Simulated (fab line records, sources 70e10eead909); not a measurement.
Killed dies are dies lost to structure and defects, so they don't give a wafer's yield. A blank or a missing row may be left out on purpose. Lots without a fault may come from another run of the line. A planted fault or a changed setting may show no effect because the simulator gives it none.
Which tool did it? | flow nand_harc | 13 lots, 39 wafers sampled, at 5 steps of a route of 1159

WHAT THE GAUGES READ, wafer by wafer
NHARC_A_CHANNEL_HOLE_D1_OVL_MEAS_11. Usual: overlay_x_nm 0.2 nm, standard deviation 0.88; overlay_y_nm 0.3 nm, standard deviation 1.
lot  | measured     | on         | overlay_x_nm (nm) | overlay_y_nm (nm) | flag
L554 | day 9 00:34  | overlay-01 | 0.2 0.9 0.8       | 1.1 1.1 1.3       |
L552 | day 9 02:06  | overlay-01 | 1.4 1.9 1.2       | 0.3 0.5 -0.1      |
L555 | day 9 02:16  | overlay-01 | 1.1 0.5 1.4       | -0.3 0.3 0.6      |
L553 | day 9 02:30  | overlay-02 | -0.2 -0.4 -0.7    | -0.3 -1.1 -0.3    |
L556 | day 9 08:20  | overlay-02 | 1.0 1.1 1.3       | 2.3 1.8 1.9       |
L557 | day 9 10:32  | overlay-02 | 1.0 1.0 0.9       | 1.7 2.4 1.8       |
L559 | day 9 16:13  | overlay-01 | -0.5 -0.3 -0.5    | 0.9 1.2 0.6       |
L560 | day 10 23:16 | overlay-01 | 0.2 0.0 0.6       | -0.5 -0.2 -0.3    |
L563 | day 11 10:09 | overlay-01 | -0.3 -0.2 -0.9    | 0.9 0.4 0.4       |
L566 | day 11 09:00 | overlay-02 | 0.2 0.4 0.4       | 0.9 0.6 0.3       |
L564 | day 11 08:39 | overlay-01 | 0.8 0.5 0.1       | 1.0 1.1 0.5       |

NHARC_END_SORT_01. Usual: killed_at_array 29, standard deviation 10; killed_at_other 0.7, standard deviation 1.1; killed_at_periphery 3.2, standard deviation 2.2; killed_dies 33, standard deviation 11; killed_open 3.5, standard deviation 1.8; killed_short 2.0, standard deviation 1.4.
lot  | measured     | on        | killed_at_array | killed_at_other | killed_at_periphery | killed_dies | killed_open | killed_short | flag
L572 | day 24 16:58 | prober-01 | 676 676 673     | 0 0 0           | 1 1 4               | 677 677 677 | 4 7 6       | 3 2 3        | OFF
L573 | day 24 22:14 | prober-02 | 675 672 676     | 0 2 0           | 2 3 1               | 677 677 677 | 3 2 2       | 2 2 1        | OFF

WHICH TOOL RAN EACH LOT (tool, then ch and the chambers of the sampled wafers, then the start)
lot  | NHARC_P_BONDPAD_DEGAS_25     | NHARC_A_ZERO_WELL_ETCH_19          | NHARC_A_ONON_D1_DEP_28
L554 | pvd_sputter-03, day 7 07:04  | rie_diel-09 ch 1,2, day 7 10:23    | pecvd_onon-03 ch 0, day 8 20:45
L552 | pvd_sputter-01, day 7 07:09  | rie_diel-09 ch 0,2,3, day 7 11:10  | pecvd_onon-02 ch 0, day 8 20:57
L555 | pvd_sputter-01, day 7 08:13  | rie_diel-03 ch 1,2, day 7 11:38    | pecvd_onon-01 ch 0, day 8 20:59
L553 | pvd_sputter-03, day 7 08:59  | rie_diel-05 ch 2,3, day 7 12:22    | pecvd_onon-02 ch 0, day 8 21:21
L556 | pvd_sputter-02, day 7 14:01  | rie_diel-03 ch 0,1,2, day 7 17:06  | pecvd_onon-02 ch 0, day 9 03:23
L557 | pvd_sputter-03, day 7 17:53  | rie_diel-03 ch 0,1,3, day 7 20:58  | pecvd_onon-03 ch 0, day 9 06:26
L559 | pvd_sputter-01, day 8 00:22  | rie_diel-09 ch 1,3, day 8 03:26    | pecvd_onon-03 ch 0, day 9 12:11
L560 | pvd_sputter-03, day 8 19:19  | rie_diel-03 ch 0,2,3, day 8 22:34  | pecvd_onon-02 ch 0, day 10 15:14
L563 | pvd_sputter-01, day 9 16:14  | rie_diel-09 ch 0,2,3, day 9 19:26  | pecvd_onon-02 ch 0, day 11 04:46
L566 | pvd_sputter-01, day 9 17:57  | rie_diel-09 ch 0,2,3, day 9 21:10  | pecvd_onon-01 ch 0, day 11 04:47
L564 | pvd_sputter-02, day 9 18:02  | rie_diel-05 ch 2,3, day 9 21:25    | pecvd_onon-03 ch 0, day 11 04:44
L572 | pvd_sputter-02, day 11 07:21 | rie_diel-05 ch 2,3, day 11 10:29   | pecvd_onon-03, day 12 22:47
L573 | pvd_sputter-01, day 12 00:59 | rie_diel-03 ch 0,2,3, day 12 04:09 | pecvd_onon-03, day 13 15:22
- NHARC_P_BONDPAD_DEGAS_25: time 60 s.
- NHARC_A_ZERO_WELL_ETCH_19: etches the open film in N2/H2, target depth 80 nm, overetch 24 nm, time 87.88 s.
- NHARC_A_ONON_D1_DEP_28: target thk 1000 nm.

WHAT THE TOOLS THEMSELVES READ (means of the sampled wafers that have a number; where no wafer has one, the mark that the record gives instead)
NHARC_P_BONDPAD_DEGAS_25. Usual: heater_power_w 472 W, standard deviation 61.
lot  | tool           | heater_power_w (W) | flag
L554 | pvd_sputter-03 | 545                |
L552 | pvd_sputter-01 | 470                |
L555 | pvd_sputter-01 | 465                |
L553 | pvd_sputter-03 | 475                |
L556 | pvd_sputter-02 | 446                |
L557 | pvd_sputter-03 | 421                |
L559 | pvd_sputter-01 | 486                |
L560 | pvd_sputter-03 | 452                |
L563 | pvd_sputter-01 | 439                |
L566 | pvd_sputter-01 | 489                |
L564 | pvd_sputter-02 | 444                |
L572 | pvd_sputter-02 | 448                |
L573 | pvd_sputter-01 | 485                |

NHARC_A_ZERO_WELL_ETCH_19. Usual: bias_w 150.1 W, standard deviation 0.46; drypump_motor_current_A 5.7 A, standard deviation 0.38; h2_flow_sccm 150.0 sccm, standard deviation 0.44; oes_product_au 1.000 a.u., standard deviation 0.0096; rf_vpp_V 431.5 V, standard deviation 1.9; showerhead_plenum_p_Torr 2.08 Torr, standard deviation 0.06; throttle_valve_pct 14.173 %, standard deviation 0.0099.
lot  | tool        | bias_w (W) | drypump_motor_current_A (A) | h2_flow_sccm (sccm) | oes_product_au (a.u.) | rf_vpp_V (V) | showerhead_plenum_p_Torr (Torr) | throttle_valve_pct (%) | flag
L554 | rie_diel-09 | 150.2      | 6.4                         | 149.5               | 0.998                 | 431.8        | 2.09                            | 14.173                 |
L552 | rie_diel-09 | 150.0      | 6.0                         | 149.8               | 0.997                 | 431.7        | 2.10                            | 14.181                 |
L555 | rie_diel-03 | 149.9      | 5.6                         | 149.8               | 1.002                 | 432.6        | 2.13                            | 14.176                 |
L553 | rie_diel-05 | 150.3      | 5.5                         | 149.9               | 0.986                 | 429.1        | 2.01                            | 14.172                 |
L556 | rie_diel-03 | 150.0      | 5.8                         | 150.1               | 0.998                 | 432.3        | 2.11                            | 14.169                 |
L557 | rie_diel-03 | 150.1      | 5.7                         | 149.9               | 1.009                 | 432.0        | 2.08                            | 14.172                 |
L559 | rie_diel-09 | 150.2      | 6.1                         | 150.4               | 0.990                 | 433.8        | 2.13                            | 14.177                 |
L560 | rie_diel-03 | 150.0      | 5.7                         | 150.3               | 0.995                 | 432.0        | 2.11                            | 14.171                 |
L563 | rie_diel-09 | 150.4      | 6.0                         | 150.0               | 1.002                 | 432.1        | 2.10                            | 14.169                 |
L566 | rie_diel-09 | 150.8      | 6.0                         | 150.3               | 1.000                 | 431.9        | 2.10                            | 14.169                 |
L564 | rie_diel-05 | 150.0      | 5.6                         | 150.3               | 1.003                 | 429.8        | 2.01                            | 14.180                 |
L572 | rie_diel-05 | 149.8      | 5.6                         | 149.8               | 1.008                 | 430.2        | 2.01                            | 14.174                 |
L573 | rie_diel-03 | 149.7      | 5.7                         | 150.6               | 0.994                 | 432.9        | 2.11                            | 14.170                 |

NHARC_A_ONON_D1_DEP_28. Usual: n2_flow_sccm 2749 sccm, standard deviation 8.6; n2o_flow_sccm 2000 sccm, standard deviation 6.3.
lot  | tool          | n2_flow_sccm (sccm) | n2o_flow_sccm (sccm) | flag
L554 | pecvd_onon-03 | 2739                | 1993                 |
L552 | pecvd_onon-02 | 2742                | 2000                 |
L555 | pecvd_onon-01 | 2741                | 2002                 |
L553 | pecvd_onon-02 | 2749                | 2008                 |
L556 | pecvd_onon-02 | 2759                | 2001                 |
L557 | pecvd_onon-03 | 2752                | 2008                 |
L559 | pecvd_onon-03 | 2734                | 1995                 |
L560 | pecvd_onon-02 | 2751                | 1996                 |
L563 | pecvd_onon-02 | 2756                | 1998                 |
L566 | pecvd_onon-01 | 2755                | 2004                 |
L564 | pecvd_onon-03 | 2747                | 2004                 |
L572 | pecvd_onon-03 | -                   | -                    | OFF
L573 | pecvd_onon-03 | -                   | -                    | OFF

THE ANSWER, worked out from the rows above alone
Rule: a lot is off if the mean of its wafers that have a number lies more than 3 standard deviations from the usual mean. A lot without any number at a reading at which 4 lots or more have one is off too. The other lots that the step has rows for count as sound. The gauges are gone through in route order, then the tools' own readings, and for those a lot's mean is taken as printed above. The first step at which some lot is off is used, and at that step the reading that is off furthest; a lot without a number counts as furthest.
Off: L572, L573, at NHARC_END_SORT_01 (killed_at_array). Neither off nor sound, because the step has no rows for them: L554, L552, L555, L553, L556, L557, L559, L560, L563, L566, L564.
A tool fits if, at a process step before that reading, it ran every lot that is off, and no sound lot after the first of them. The gauges at NHARC_END_SORT_01 aren't tried: what is off there is off at NHARC_A_ONON_D1_DEP_28 too, on other tools, and a gauge's error can't cause that. One fits: pecvd_onon-03 at NHARC_A_ONON_D1_DEP_28. It ran no sound lot before its first lot that is off in this sample, so the start can't be narrowed down.

WHAT THE SIMULATOR HAD PUT IN
Skipped step whole: pecvd_onon-03, from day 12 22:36 on, at NHARC_A_ONON_D1_DEP_28. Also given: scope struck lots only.
Lots struck among those shown: L572, L573. The rule above found the same.
